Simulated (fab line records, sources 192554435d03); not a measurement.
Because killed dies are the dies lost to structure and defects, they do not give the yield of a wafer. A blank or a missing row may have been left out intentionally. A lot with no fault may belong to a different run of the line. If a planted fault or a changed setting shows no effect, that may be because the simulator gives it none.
Matching of chambers / flow n5-finfet / N5_BEOL_M5_STRIP_36 on rie-diel-06: 4 sister chambers
The step strips in N2/H2. 4 wafers are shown with their chamber, then 8 later ones without.

EACH WAFER AND ITS CHAMBER
wafer=L085.4; chamber=0; showerhead-plenum-p-Torr (Torr)=2.51
wafer=L091.4; chamber=1; showerhead-plenum-p-Torr (Torr)=2.63
wafer=L091.5; chamber=3; showerhead-plenum-p-Torr (Torr)=2.58
wafer=L094.1; chamber=2; showerhead-plenum-p-Torr (Torr)=2.51

WAFERS WHOSE CHAMBER IS MISSING
wafer=L094.2; showerhead-plenum-p-Torr (Torr)=2.51
wafer=L094.3; showerhead-plenum-p-Torr (Torr)=2.63
wafer=L094.4; showerhead-plenum-p-Torr (Torr)=2.58
wafer=L094.5; showerhead-plenum-p-Torr (Torr)=2.63
wafer=L094.6; showerhead-plenum-p-Torr (Torr)=2.51
wafer=L097.3; showerhead-plenum-p-Torr (Torr)=2.51
wafer=L097.4; showerhead-plenum-p-Torr (Torr)=2.50
wafer=L097.6; showerhead-plenum-p-Torr (Torr)=2.63

WHICH CHAMBER EACH WENT THROUGH
wafer=L094.2; from the rows above=can't be placed: 0 or 2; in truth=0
wafer=L094.3; from the rows above=1; in truth=1
wafer=L094.4; from the rows above=3; in truth=3
wafer=L094.5; from the rows above=1; in truth=1
wafer=L094.6; from the rows above=can't be placed: 0 or 2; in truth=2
wafer=L097.3; from the rows above=can't be placed: 0 or 2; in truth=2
wafer=L097.4; from the rows above=can't be placed: 0 or 2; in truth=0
wafer=L097.6; from the rows above=1; in truth=1
Correct placement for 4 of the 8. Not placeable from these rows: 4 (in 4, the candidates include the true chamber). Placed wrongly: 0.
How it was worked out, from the rows above alone: a wafer's distance from a chamber is the root of the sum, over the readings, of the square of ((its reading less the chamber's mean) divided by the reading's scatter). The wafer belongs to the nearest chamber; if the next one is less than 2 further off, it can't be placed. For every chamber, the mean is computed from those of its wafers that are shown. The scatter: root of mean squared gap, hidden wafer to nearest shown wafer, with one shown wafer a chamber.
